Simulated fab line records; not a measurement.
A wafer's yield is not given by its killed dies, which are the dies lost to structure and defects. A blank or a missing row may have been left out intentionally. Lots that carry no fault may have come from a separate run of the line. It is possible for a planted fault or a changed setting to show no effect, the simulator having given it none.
fab line records || flow n5_finfet
record {"lots": 7, "wafers": 39}
route steps=1938 shown BEOL_M12@1616
start_h: start of the lot's first displayed wafer, in hours after the record's first day || wait_h: hours from the lot's prior step to this one || " repeats the value in the row above || L1.1+2: a row that stands for several wafers || - value missing, or start not given || * or withheld: withheld || < > ~ a bound
route shown NAME@n: names a module that has steps shown in the file, with the first one's number in the route || usual: the fault-free wafers' mean and standard deviation || same: alike in all rows || chamber/n: place in a boat || sites: the reading at each site || _std_site: standard deviation of those values || _edge_site: outer sites' mean less inner sites' || radius_mm: for every site, how far away it sits from the centre of the wafer || mask NAME#n: copy n || behind: the tool/chamber that last shaped the wafer || hold: the reason the lot was held/the length of the hold in hours/how it ended || device: which transistor (n, p or np) failed to switch || end of line: tests run on the same wafers once the route is complete || where a step has no rows: the recipe by itself || killed: the dies lost at the first sort to structure and to defects; this is not the yield of the wafer || map: the dies of a wafer, with x for killed, . for not killed, _ for no die there
set.NAME: the setting that was run; set.NAME@STEP: the one run at that earlier step || model.NAME: the simulator's own value behind a step, which no gauge read
lots whose settings were changed on purpose; a table a step, a row a wafer
## steps
# step N5_BEOL_M12_ETCH_59
# recipe {"chemistry": "N2/H2", "target": "BARC", "target_depth_a": 890, "overetch_a": 267, "time_s": 67.9, "ion_energy_ev": 200, "pressure_mtorr": 30, "source_w": 840, "bias_w": 150, "n2_flow_sccm": 200, "h2_flow_sccm": 200}
{"lot.wafer": "L074.1", "tool": "rie_diel-04", "chamber": 0, "start_h": 225.84, "wait_h": 0.0, "set.target_depth_a": 665.5, "model.coat_of_BEOL_M12_COAT_04.thk_nm": 327.6}
{"lot.wafer": "L074.2", "tool": "rie_diel-04", "chamber": 1, "start_h": 225.84, "wait_h": 0.0, "set.target_depth_a": 890, "model.coat_of_BEOL_M12_COAT_04.thk_nm": 318.8}
{"lot.wafer": "L074.3", "tool": "rie_diel-04", "chamber": 3, "start_h": 225.84, "wait_h": 0.0, "set.target_depth_a": 890, "model.coat_of_BEOL_M12_COAT_04.thk_nm": 319.8}
{"lot.wafer": "L074.4", "tool": "rie_diel-04", "chamber": 1, "start_h": 225.84, "wait_h": 0.0, "set.target_depth_a": 665.5, "model.coat_of_BEOL_M12_COAT_04.thk_nm": 331}
{"lot.wafer": "L074.5", "tool": "rie_diel-04", "chamber": 3, "start_h": 225.84, "wait_h": 0.0, "set.target_depth_a": 665.5, "model.coat_of_BEOL_M12_COAT_04.thk_nm": 330.8}
{"lot.wafer": "L074.6", "tool": "rie_diel-04", "chamber": 0, "start_h": 225.84, "wait_h": 0.0, "set.target_depth_a": 890, "model.coat_of_BEOL_M12_COAT_04.thk_nm": 316}
{"lot.wafer": "L087.1", "tool": "rie_diel-01", "chamber": 2, "start_h": 303.19, "wait_h": 0.0, "set.target_depth_a": 890, "model.coat_of_BEOL_M12_COAT_04.thk_nm": 318.2}
{"lot.wafer": "L087.2", "tool": "rie_diel-01", "chamber": 1, "start_h": 303.19, "wait_h": 0.0, "set.target_depth_a": 695.9, "model.coat_of_BEOL_M12_COAT_04.thk_nm": 327.4}
{"lot.wafer": "L087.3", "tool": "rie_diel-01", "chamber": 3, "start_h": 303.19, "wait_h": 0.0, "set.target_depth_a": 695.9, "model.coat_of_BEOL_M12_COAT_04.thk_nm": 326.8}
{"lot.wafer": "L087.4", "tool": "rie_diel-01", "chamber": 2, "start_h": 303.19, "wait_h": 0.0, "set.target_depth_a": 890, "model.coat_of_BEOL_M12_COAT_04.thk_nm": 318.8}
{"lot.wafer": "L087.5", "tool": "rie_diel-01", "chamber": 3, "start_h": 303.19, "wait_h": 0.0, "set.target_depth_a": 695.9, "model.coat_of_BEOL_M12_COAT_04.thk_nm": 328}
{"lot.wafer": "L087.6", "tool": "rie_diel-01", "chamber": 1, "start_h": 303.19, "wait_h": 0.0, "set.target_depth_a": 890, "model.coat_of_BEOL_M12_COAT_04.thk_nm": 317.4}
{"lot.wafer": "L088.1", "tool": "rie_diel-04", "chamber": 3, "start_h": 306.38, "wait_h": 0.0, "set.target_depth_a": 890, "model.coat_of_BEOL_M12_COAT_04.thk_nm": 318.6}
{"lot.wafer": "L088.5", "tool": "rie_diel-04", "chamber": 3, "start_h": 306.38, "wait_h": 0.0, "set.target_depth_a": 890, "model.coat_of_BEOL_M12_COAT_04.thk_nm": 320.6}
{"lot.wafer": "L088.6", "tool": "rie_diel-04", "chamber": 0, "start_h": 306.38, "wait_h": 0.0, "set.target_depth_a": 890, "model.coat_of_BEOL_M12_COAT_04.thk_nm": 316.4}
{"lot.wafer": "L089.1", "tool": "rie_diel-01", "chamber": 1, "start_h": 309.06, "wait_h": 0.0, "set.target_depth_a": 890, "model.coat_of_BEOL_M12_COAT_04.thk_nm": 319.2}
{"lot.wafer": "L089.2", "tool": "rie_diel-01", "chamber": 3, "start_h": 309.06, "wait_h": 0.0, "set.target_depth_a": 890, "model.coat_of_BEOL_M12_COAT_04.thk_nm": 317.8}
{"lot.wafer": "L089.3", "tool": "rie_diel-01", "chamber": 2, "start_h": 309.06, "wait_h": 0.0, "set.target_depth_a": 890, "model.coat_of_BEOL_M12_COAT_04.thk_nm": 318.8}
{"lot.wafer": "L089.4", "tool": "rie_diel-01", "chamber": 3, "start_h": 309.06, "wait_h": 0.0, "set.target_depth_a": 1195, "model.coat_of_BEOL_M12_COAT_04.thk_nm": 300.8}
{"lot.wafer": "L089.5", "tool": "rie_diel-01", "chamber": 2, "start_h": 309.06, "wait_h": 0.0, "set.target_depth_a": 1195, "model.coat_of_BEOL_M12_COAT_04.thk_nm": 302}
{"lot.wafer": "L089.6", "tool": "rie_diel-01", "chamber": 1, "start_h": 309.06, "wait_h": 0.0, "set.target_depth_a": 1195, "model.coat_of_BEOL_M12_COAT_04.thk_nm": 302.2}
{"lot.wafer": "L090.1", "tool": "rie_diel-01", "chamber": 0, "start_h": 327.54, "wait_h": 0.0, "set.target_depth_a": 890, "model.coat_of_BEOL_M12_COAT_04.thk_nm": 320}
{"lot.wafer": "L090.2+4", "tool": "rie_diel-01", "chamber": "2,1", "start_h": 327.54, "wait_h": 0.0, "set.target_depth_a": 890, "model.coat_of_BEOL_M12_COAT_04.thk_nm": 321}
{"lot.wafer": "L090.3", "tool": "rie_diel-01", "chamber": 3, "start_h": 327.54, "wait_h": 0.0, "set.target_depth_a": 890, "model.coat_of_BEOL_M12_COAT_04.thk_nm": 318.4}
{"lot.wafer": "L090.5", "tool": "rie_diel-01", "chamber": 3, "start_h": 327.54, "wait_h": 0.0, "set.target_depth_a": 890, "model.coat_of_BEOL_M12_COAT_04.thk_nm": 319}
{"lot.wafer": "L090.6", "tool": "rie_diel-01", "chamber": 2, "start_h": 327.54, "wait_h": 0.0, "set.target_depth_a": 890, "model.coat_of_BEOL_M12_COAT_04.thk_nm": 319.6}
{"lot.wafer": "L095.1", "tool": "rie_diel-02", "chamber": 2, "start_h": 351.60, "wait_h": 0.0, "set.target_depth_a": 686.9, "model.coat_of_BEOL_M12_COAT_04.thk_nm": 329.8}
{"lot.wafer": "L095.2", "tool": "rie_diel-02", "chamber": 0, "start_h": 351.60, "wait_h": 0.0, "set.target_depth_a": 686.9, "model.coat_of_BEOL_M12_COAT_04.thk_nm": 328}
{"lot.wafer": "L095.3", "tool": "rie_diel-02", "chamber": 1, "start_h": 351.60, "wait_h": 0.0, "set.target_depth_a": 890, "model.coat_of_BEOL_M12_COAT_04.thk_nm": 317}
{"lot.wafer": "L095.4", "tool": "rie_diel-02", "chamber": 3, "start_h": 351.60, "wait_h": 0.0, "set.target_depth_a": 890, "model.coat_of_BEOL_M12_COAT_04.thk_nm": 317.2}
{"lot.wafer": "L095.5", "tool": "rie_diel-02", "chamber": 1, "start_h": 351.60, "wait_h": 0.0, "set.target_depth_a": 686.9, "model.coat_of_BEOL_M12_COAT_04.thk_nm": 329.6}
{"lot.wafer": "L095.6", "tool": "rie_diel-02", "chamber": 2, "start_h": 351.60, "wait_h": 0.0, "set.target_depth_a": 890, "model.coat_of_BEOL_M12_COAT_04.thk_nm": 318.4}
{"lot.wafer": "L097.1", "tool": "rie_diel-04", "chamber": 0, "start_h": 363.20, "wait_h": 0.0, "set.target_depth_a": 890, "model.coat_of_BEOL_M12_COAT_04.thk_nm": 317.4}
{"lot.wafer": "L097.2", "tool": "rie_diel-04", "chamber": 3, "start_h": 363.20, "wait_h": 0.0, "set.target_depth_a": 890, "model.coat_of_BEOL_M12_COAT_04.thk_nm": 319.6}
{"lot.wafer": "L097.3", "tool": "rie_diel-04", "chamber": 1, "start_h": 363.20, "wait_h": 0.0, "set.target_depth_a": 890, "model.coat_of_BEOL_M12_COAT_04.thk_nm": 319.4}
{"lot.wafer": "L097.4", "tool": "rie_diel-04", "chamber": 2, "start_h": 363.20, "wait_h": 0.0, "set.target_depth_a": 890, "model.coat_of_BEOL_M12_COAT_04.thk_nm": 316.6}
{"lot.wafer": "L097.5", "tool": "rie_diel-04", "chamber": 2, "start_h": 363.20, "wait_h": 0.0, "set.target_depth_a": 890, "model.coat_of_BEOL_M12_COAT_04.thk_nm": 317.6}
{"lot.wafer": "L097.6", "tool": "rie_diel-04", "chamber": 1, "start_h": 363.20, "wait_h": 0.0, "set.target_depth_a": 890, "model.coat_of_BEOL_M12_COAT_04.thk_nm": 318.2}
# step N5_BEOL_M12_VIA_ETCH_16
# recipe {"chemistry": "C4F8/O2/Ar", "target": "SiOC", "pressure_mtorr": 30, "source_w": 3000, "bias_w": 700, "Ar_flow_sccm": 400, "C4F8_flow_sccm": 15, "O2_flow_sccm": 8, "he_inner_torr": 15, "he_outer_torr": 30, "target_depth_a": 7248, "time_s": "withheld", "ion_energy_ev": 250, "ends": "cleared"}
{"lot.wafer": "L074.1", "tool": "rie_diel-04", "chamber": 0, "start_h": 225.89, "wait_h": 0.0, "set.target_depth_a@BEOL_M12_ETCH_59": 665.5, "model.coat_of_BEOL_M12_COAT_04.thk_nm": 136}
{"lot.wafer": "L074.2", "tool": "rie_diel-04", "chamber": 1, "start_h": 225.89, "wait_h": 0.0, "set.target_depth_a@BEOL_M12_ETCH_59": 890, "model.coat_of_BEOL_M12_COAT_04.thk_nm": 128.6}
{"lot.wafer": "L074.3", "tool": "rie_diel-04", "chamber": 3, "start_h": 225.89, "wait_h": 0.0, "set.target_depth_a@BEOL_M12_ETCH_59": 890, "model.coat_of_BEOL_M12_COAT_04.thk_nm": 128.8}
{"lot.wafer": "L074.4", "tool": "rie_diel-04", "chamber": 1, "start_h": 225.89, "wait_h": 0.0, "set.target_depth_a@BEOL_M12_ETCH_59": 665.5, "model.coat_of_BEOL_M12_COAT_04.thk_nm": 138.4}
{"lot.wafer": "L074.5", "tool": "rie_diel-04", "chamber": 3, "start_h": 225.89, "wait_h": 0.0, "set.target_depth_a@BEOL_M12_ETCH_59": 665.5, "model.coat_of_BEOL_M12_COAT_04.thk_nm": 137.6}
{"lot.wafer": "L074.6", "tool": "rie_diel-04", "chamber": 0, "start_h": 225.89, "wait_h": 0.0, "set.target_depth_a@BEOL_M12_ETCH_59": 890, "model.coat_of_BEOL_M12_COAT_04.thk_nm": 120.6}
{"lot.wafer": "L087.1", "tool": "rie_diel-01", "chamber": 2, "start_h": 303.24, "wait_h": 0.0, "set.target_depth_a@BEOL_M12_ETCH_59": 890, "model.coat_of_BEOL_M12_COAT_04.thk_nm": 125}
{"lot.wafer": "L087.2", "tool": "rie_diel-01", "chamber": 1, "start_h": 303.24, "wait_h": 0.0, "set.target_depth_a@BEOL_M12_ETCH_59": 695.9, "model.coat_of_BEOL_M12_COAT_04.thk_nm": 132}
{"lot.wafer": "L087.3+5", "tool": "rie_diel-01", "chamber": 3, "start_h": 303.24, "wait_h": 0.0, "set.target_depth_a@BEOL_M12_ETCH_59": 695.9, "model.coat_of_BEOL_M12_COAT_04.thk_nm": 134.4}
{"lot.wafer": "L087.4", "tool": "rie_diel-01", "chamber": 2, "start_h": 303.24, "wait_h": 0.0, "set.target_depth_a@BEOL_M12_ETCH_59": 890, "model.coat_of_BEOL_M12_COAT_04.thk_nm": 119.4}
{"lot.wafer": "L087.6", "tool": "rie_diel-01", "chamber": 1, "start_h": 303.24, "wait_h": 0.0, "set.target_depth_a@BEOL_M12_ETCH_59": 890, "model.coat_of_BEOL_M12_COAT_04.thk_nm": 122.8}
{"lot.wafer": "L088.1", "tool": "rie_diel-04", "chamber": 3, "start_h": 306.43, "wait_h": 0.0, "set.target_depth_a@BEOL_M12_ETCH_59": 890, "model.coat_of_BEOL_M12_COAT_04.thk_nm": 124}
{"lot.wafer": "L088.5", "tool": "rie_diel-04", "chamber": 3, "start_h": 306.43, "wait_h": 0.0, "set.target_depth_a@BEOL_M12_ETCH_59": 890, "model.coat_of_BEOL_M12_COAT_04.thk_nm": 120}
{"lot.wafer": "L088.6", "tool": "rie_diel-04", "chamber": 0, "start_h": 306.43, "wait_h": 0.0, "set.target_depth_a@BEOL_M12_ETCH_59": 890, "model.coat_of_BEOL_M12_COAT_04.thk_nm": 119.4}
{"lot.wafer": "L089.1+3", "tool": "rie_diel-01", "chamber": "1,2", "start_h": 309.11, "wait_h": 0.0, "set.target_depth_a@BEOL_M12_ETCH_59": 890, "model.coat_of_BEOL_M12_COAT_04.thk_nm": 125.6}
{"lot.wafer": "L089.2", "tool": "rie_diel-01", "chamber": 3, "start_h": 309.11, "wait_h": 0.0, "set.target_depth_a@BEOL_M12_ETCH_59": 890, "model.coat_of_BEOL_M12_COAT_04.thk_nm": 125.4}
{"lot.wafer": "L089.4", "tool": "rie_diel-01", "chamber": 3, "start_h": 309.11, "wait_h": 0.0, "set.target_depth_a@BEOL_M12_ETCH_59": 1195, "model.coat_of_BEOL_M12_COAT_04.thk_nm": 105.8}
{"lot.wafer": "L089.5", "tool": "rie_diel-01", "chamber": 2, "start_h": 309.11, "wait_h": 0.0, "set.target_depth_a@BEOL_M12_ETCH_59": 1195, "model.coat_of_BEOL_M12_COAT_04.thk_nm": 107.6}
{"lot.wafer": "L089.6", "tool": "rie_diel-01", "chamber": 1, "start_h": 309.11, "wait_h": 0.0, "set.target_depth_a@BEOL_M12_ETCH_59": 1195, "model.coat_of_BEOL_M12_COAT_04.thk_nm": 106.4}
{"lot.wafer": "L090.1", "tool": "rie_diel-01", "chamber": 0, "start_h": 327.60, "wait_h": 0.0, "set.target_depth_a@BEOL_M12_ETCH_59": 890, "model.coat_of_BEOL_M12_COAT_04.thk_nm": 129.4}
{"lot.wafer": "L090.2", "tool": "rie_diel-01", "chamber": 2, "start_h": 327.60, "wait_h": 0.0, "set.target_depth_a@BEOL_M12_ETCH_59": 890, "model.coat_of_BEOL_M12_COAT_04.thk_nm": 131}
{"lot.wafer": "L090.3", "tool": "rie_diel-01", "chamber": 3, "start_h": 327.60, "wait_h": 0.0, "set.target_depth_a@BEOL_M12_ETCH_59": 890, "model.coat_of_BEOL_M12_COAT_04.thk_nm": 126.6}
{"lot.wafer": "L090.4", "tool": "rie_diel-01", "chamber": 1, "start_h": 327.60, "wait_h": 0.0, "set.target_depth_a@BEOL_M12_ETCH_59": 890, "model.coat_of_BEOL_M12_COAT_04.thk_nm": 127.6}
{"lot.wafer": "L090.5", "tool": "rie_diel-01", "chamber": 3, "start_h": 327.60, "wait_h": 0.0, "set.target_depth_a@BEOL_M12_ETCH_59": 890, "model.coat_of_BEOL_M12_COAT_04.thk_nm": 126.4}
{"lot.wafer": "L090.6", "tool": "rie_diel-01", "chamber": 2, "start_h": 327.60, "wait_h": 0.0, "set.target_depth_a@BEOL_M12_ETCH_59": 890, "model.coat_of_BEOL_M12_COAT_04.thk_nm": 125.8}
{"lot.wafer": "L095.1", "tool": "rie_diel-02", "chamber": 2, "start_h": 351.65, "wait_h": 0.0, "set.target_depth_a@BEOL_M12_ETCH_59": 686.9, "model.coat_of_BEOL_M12_COAT_04.thk_nm": 135.8}
{"lot.wafer": "L095.2", "tool": "rie_diel-02", "chamber": 0, "start_h": 351.65, "wait_h": 0.0, "set.target_depth_a@BEOL_M12_ETCH_59": 686.9, "model.coat_of_BEOL_M12_COAT_04.thk_nm": 135.2}
{"lot.wafer": "L095.3", "tool": "rie_diel-02", "chamber": 1, "start_h": 351.65, "wait_h": 0.0, "set.target_depth_a@BEOL_M12_ETCH_59": 890, "model.coat_of_BEOL_M12_COAT_04.thk_nm": 122.6}
{"lot.wafer": "L095.4", "tool": "rie_diel-02", "chamber": 3, "start_h": 351.65, "wait_h": 0.0, "set.target_depth_a@BEOL_M12_ETCH_59": 890, "model.coat_of_BEOL_M12_COAT_04.thk_nm": 122.8}
{"lot.wafer": "L095.5", "tool": "rie_diel-02", "chamber": 1, "start_h": 351.65, "wait_h": 0.0, "set.target_depth_a@BEOL_M12_ETCH_59": 686.9, "model.coat_of_BEOL_M12_COAT_04.thk_nm": 131.6}
{"lot.wafer": "L095.6", "tool": "rie_diel-02", "chamber": 2, "start_h": 351.65, "wait_h": 0.0, "set.target_depth_a@BEOL_M12_ETCH_59": 890, "model.coat_of_BEOL_M12_COAT_04.thk_nm": 122.4}
{"lot.wafer": "L097.1", "tool": "rie_diel-04", "chamber": 0, "start_h": 363.25, "wait_h": 0.0, "set.target_depth_a@BEOL_M12_ETCH_59": 890, "model.coat_of_BEOL_M12_COAT_04.thk_nm": 123}
{"lot.wafer": "L097.2", "tool": "rie_diel-04", "chamber": 3, "start_h": 363.25, "wait_h": 0.0, "set.target_depth_a@BEOL_M12_ETCH_59": 890, "model.coat_of_BEOL_M12_COAT_04.thk_nm": 127}
{"lot.wafer": "L097.3", "tool": "rie_diel-04", "chamber": 1, "start_h": 363.25, "wait_h": 0.0, "set.target_depth_a@BEOL_M12_ETCH_59": 890, "model.coat_of_BEOL_M12_COAT_04.thk_nm": 128.8}
{"lot.wafer": "L097.4", "tool": "rie_diel-04", "chamber": 2, "start_h": 363.25, "wait_h": 0.0, "set.target_depth_a@BEOL_M12_ETCH_59": 890, "model.coat_of_BEOL_M12_COAT_04.thk_nm": 120.6}
{"lot.wafer": "L097.5", "tool": "rie_diel-04", "chamber": 2, "start_h": 363.25, "wait_h": 0.0, "set.target_depth_a@BEOL_M12_ETCH_59": 890, "model.coat_of_BEOL_M12_COAT_04.thk_nm": 122.6}
{"lot.wafer": "L097.6", "tool": "rie_diel-04", "chamber": 1, "start_h": 363.25, "wait_h": 0.0, "set.target_depth_a@BEOL_M12_ETCH_59": 890, "model.coat_of_BEOL_M12_COAT_04.thk_nm": 120.8}
# step N5_BEOL_M12_STRIP_63
# recipe {"chemistry": "N2/H2", "power_w": 1000, "temp_c": 250, "h2_frac": 0.65, "overash_fraction": 0.3, "pressure_mtorr": 1000, "n2_flow_sccm": 1750, "h2_flow_sccm": 3250}
# usual {"strip_time_to_endpoint_s": "42.6/0.78"}
{"lot.wafer": "L074.1", "tool": "plasma_asher-02", "chamber": 0, "start_h": 226.30, "wait_h": "-", "set.target_depth_a@BEOL_M12_ETCH_59": 665.5, "strip_time_to_endpoint_s": 46.0}
{"lot.wafer": "L074.2", "tool": "plasma_asher-02", "chamber": 1, "start_h": 226.30, "wait_h": "-", "set.target_depth_a@BEOL_M12_ETCH_59": 890, "strip_time_to_endpoint_s": 44.0}
{"lot.wafer": "L074.3", "tool": "plasma_asher-02", "chamber": 1, "start_h": 226.30, "wait_h": "-", "set.target_depth_a@BEOL_M12_ETCH_59": 890, "strip_time_to_endpoint_s": 44.0}
{"lot.wafer": "L074.4", "tool": "plasma_asher-02", "chamber": 0, "start_h": 226.30, "wait_h": "-", "set.target_depth_a@BEOL_M12_ETCH_59": 665.5, "strip_time_to_endpoint_s": 46.6}
{"lot.wafer": "L074.5", "tool": "plasma_asher-02", "chamber": 0, "start_h": 226.30, "wait_h": "-", "set.target_depth_a@BEOL_M12_ETCH_59": 665.5, "strip_time_to_endpoint_s": 46.4}
{"lot.wafer": "L074.6", "tool": "plasma_asher-02", "chamber": 1, "start_h": 226.30, "wait_h": "-", "set.target_depth_a@BEOL_M12_ETCH_59": 890, "strip_time_to_endpoint_s": 41.8}
{"lot.wafer": "L087.1", "tool": "plasma_asher-02", "chamber": 1, "start_h": 303.44, "wait_h": "-", "set.target_depth_a@BEOL_M12_ETCH_59": 890, "strip_time_to_endpoint_s": 43.0}
{"lot.wafer": "L087.2", "tool": "plasma_asher-02", "chamber": 0, "start_h": 303.44, "wait_h": "-", "set.target_depth_a@BEOL_M12_ETCH_59": 695.9, "strip_time_to_endpoint_s": 44.9}
{"lot.wafer": "L087.3", "tool": "plasma_asher-02", "chamber": 1, "start_h": 303.44, "wait_h": "-", "set.target_depth_a@BEOL_M12_ETCH_59": 695.9, "strip_time_to_endpoint_s": 45.5}
{"lot.wafer": "L087.4", "tool": "plasma_asher-02", "chamber": 0, "start_h": 303.44, "wait_h": "-", "set.target_depth_a@BEOL_M12_ETCH_59": 890, "strip_time_to_endpoint_s": 41.5}
{"lot.wafer": "L087.5", "tool": "plasma_asher-02", "chamber": 0, "start_h": 303.44, "wait_h": "-", "set.target_depth_a@BEOL_M12_ETCH_59": 695.9, "strip_time_to_endpoint_s": 45.5}
{"lot.wafer": "L087.6", "tool": "plasma_asher-02", "chamber": 1, "start_h": 303.44, "wait_h": "-", "set.target_depth_a@BEOL_M12_ETCH_59": 890, "strip_time_to_endpoint_s": 42.4}
{"lot.wafer": "L088.1", "tool": "plasma_asher-01", "chamber": 0, "start_h": 306.63, "wait_h": "-", "set.target_depth_a@BEOL_M12_ETCH_59": 890, "strip_time_to_endpoint_s": 42.7}
{"lot.wafer": "L088.5", "tool": "plasma_asher-01", "chamber": 1, "start_h": 306.63, "wait_h": "-", "set.target_depth_a@BEOL_M12_ETCH_59": 890, "strip_time_to_endpoint_s": 41.7}
{"lot.wafer": "L088.6", "tool": "plasma_asher-01", "chamber": 0, "start_h": 306.63, "wait_h": "-", "set.target_depth_a@BEOL_M12_ETCH_59": 890, "strip_time_to_endpoint_s": 41.5}
{"lot.wafer": "L089.1", "tool": "plasma_asher-02", "chamber": 1, "start_h": 309.37, "wait_h": "-", "set.target_depth_a@BEOL_M12_ETCH_59": 890, "strip_time_to_endpoint_s": 43.2}
{"lot.wafer": "L089.2", "tool": "plasma_asher-02", "chamber": 0, "start_h": 309.37, "wait_h": "-", "set.target_depth_a@BEOL_M12_ETCH_59": 890, "strip_time_to_endpoint_s": 43.1}
{"lot.wafer": "L089.3", "tool": "plasma_asher-02", "chamber": 0, "start_h": 309.37, "wait_h": "-", "set.target_depth_a@BEOL_M12_ETCH_59": 890, "strip_time_to_endpoint_s": 43.2}
{"lot.wafer": "L089.4", "tool": "plasma_asher-02", "chamber": 1, "start_h": 309.37, "wait_h": "-", "set.target_depth_a@BEOL_M12_ETCH_59": 1195, "strip_time_to_endpoint_s": 37.8}
{"lot.wafer": "L089.5", "tool": "plasma_asher-02", "chamber": 0, "start_h": 309.37, "wait_h": "-", "set.target_depth_a@BEOL_M12_ETCH_59": 1195, "strip_time_to_endpoint_s": 38.3}
{"lot.wafer": "L089.6", "tool": "plasma_asher-02", "chamber": 1, "start_h": 309.37, "wait_h": "-", "set.target_depth_a@BEOL_M12_ETCH_59": 1195, "strip_time_to_endpoint_s": 38.0}
{"lot.wafer": "L090.1", "tool": "plasma_asher-02", "chamber": 1, "start_h": 327.80, "wait_h": "-", "set.target_depth_a@BEOL_M12_ETCH_59": 890, "strip_time_to_endpoint_s": 44.2}
{"lot.wafer": "L090.2", "tool": "plasma_asher-02", "chamber": 0, "start_h": 327.80, "wait_h": "-", "set.target_depth_a@BEOL_M12_ETCH_59": 890, "strip_time_to_endpoint_s": 44.6}
{"lot.wafer": "L090.3", "tool": "plasma_asher-02", "chamber": 0, "start_h": 327.80, "wait_h": "-", "set.target_depth_a@BEOL_M12_ETCH_59": 890, "strip_time_to_endpoint_s": 43.5}
{"lot.wafer": "L090.4", "tool": "plasma_asher-02", "chamber": 1, "start_h": 327.80, "wait_h": "-", "set.target_depth_a@BEOL_M12_ETCH_59": 890, "strip_time_to_endpoint_s": 43.7}
{"lot.wafer": "L090.5", "tool": "plasma_asher-02", "chamber": 1, "start_h": 327.80, "wait_h": "-", "set.target_depth_a@BEOL_M12_ETCH_59": 890, "strip_time_to_endpoint_s": 43.4}
{"lot.wafer": "L090.6", "tool": "plasma_asher-02", "chamber": 0, "start_h": 327.80, "wait_h": "-", "set.target_depth_a@BEOL_M12_ETCH_59": 890, "strip_time_to_endpoint_s": 43.2}
{"lot.wafer": "L095.1", "tool": "plasma_asher-01", "chamber": 0, "start_h": 351.85, "wait_h": "-", "set.target_depth_a@BEOL_M12_ETCH_59": 686.9, "strip_time_to_endpoint_s": 45.9}
{"lot.wafer": "L095.2", "tool": "plasma_asher-01", "chamber": 1, "start_h": 351.85, "wait_h": "-", "set.target_depth_a@BEOL_M12_ETCH_59": 686.9, "strip_time_to_endpoint_s": 45.7}
{"lot.wafer": "L095.3", "tool": "plasma_asher-01", "chamber": 1, "start_h": 351.85, "wait_h": "-", "set.target_depth_a@BEOL_M12_ETCH_59": 890, "strip_time_to_endpoint_s": 42.4}
{"lot.wafer": "L095.4", "tool": "plasma_asher-01", "chamber": 0, "start_h": 351.85, "wait_h": "-", "set.target_depth_a@BEOL_M12_ETCH_59": 890, "strip_time_to_endpoint_s": 42.4}
{"lot.wafer": "L095.5", "tool": "plasma_asher-01", "chamber": 1, "start_h": 351.85, "wait_h": "-", "set.target_depth_a@BEOL_M12_ETCH_59": 686.9, "strip_time_to_endpoint_s": 44.8}
{"lot.wafer": "L095.6", "tool": "plasma_asher-01", "chamber": 0, "start_h": 351.85, "wait_h": "-", "set.target_depth_a@BEOL_M12_ETCH_59": 890, "strip_time_to_endpoint_s": 42.4}
{"lot.wafer": "L097.1", "tool": "plasma_asher-01", "chamber": 1, "start_h": 363.45, "wait_h": "-", "set.target_depth_a@BEOL_M12_ETCH_59": 890, "strip_time_to_endpoint_s": 42.5}
{"lot.wafer": "L097.2", "tool": "plasma_asher-01", "chamber": 0, "start_h": 363.45, "wait_h": "-", "set.target_depth_a@BEOL_M12_ETCH_59": 890, "strip_time_to_endpoint_s": 43.5}
{"lot.wafer": "L097.3", "tool": "plasma_asher-01", "chamber": 0, "start_h": 363.45, "wait_h": "-", "set.target_depth_a@BEOL_M12_ETCH_59": 890, "strip_time_to_endpoint_s": 44.0}
{"lot.wafer": "L097.4", "tool": "plasma_asher-01", "chamber": 1, "start_h": 363.45, "wait_h": "-", "set.target_depth_a@BEOL_M12_ETCH_59": 890, "strip_time_to_endpoint_s": 41.8}
{"lot.wafer": "L097.5", "tool": "plasma_asher-01", "chamber": 0, "start_h": 363.45, "wait_h": "-", "set.target_depth_a@BEOL_M12_ETCH_59": 890, "strip_time_to_endpoint_s": 42.4}
{"lot.wafer": "L097.6", "tool": "plasma_asher-01", "chamber": 1, "start_h": 363.45, "wait_h": "-", "set.target_depth_a@BEOL_M12_ETCH_59": 890, "strip_time_to_endpoint_s": 41.9}
## key
split {"step": "N5_BEOL_M12_ETCH_59", "setting": "target_depth_a", "stated": 890, "by": "wafer"}
response {"step": "N5_BEOL_M12_ETCH_59", "reading": "model.coat_of_BEOL_M12_COAT_04.thk_nm", "change": -0.477, "per": "1%", "r": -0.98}
response {"step": "N5_BEOL_M12_VIA_ETCH_16", "reading": "model.coat_of_BEOL_M12_COAT_04.thk_nm", "change": -0.514, "per": "1%", "r": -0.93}
response {"step": "N5_BEOL_M12_STRIP_63", "reading": "strip_time_to_endpoint_s", "change": "*", "per": "1%", "r": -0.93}
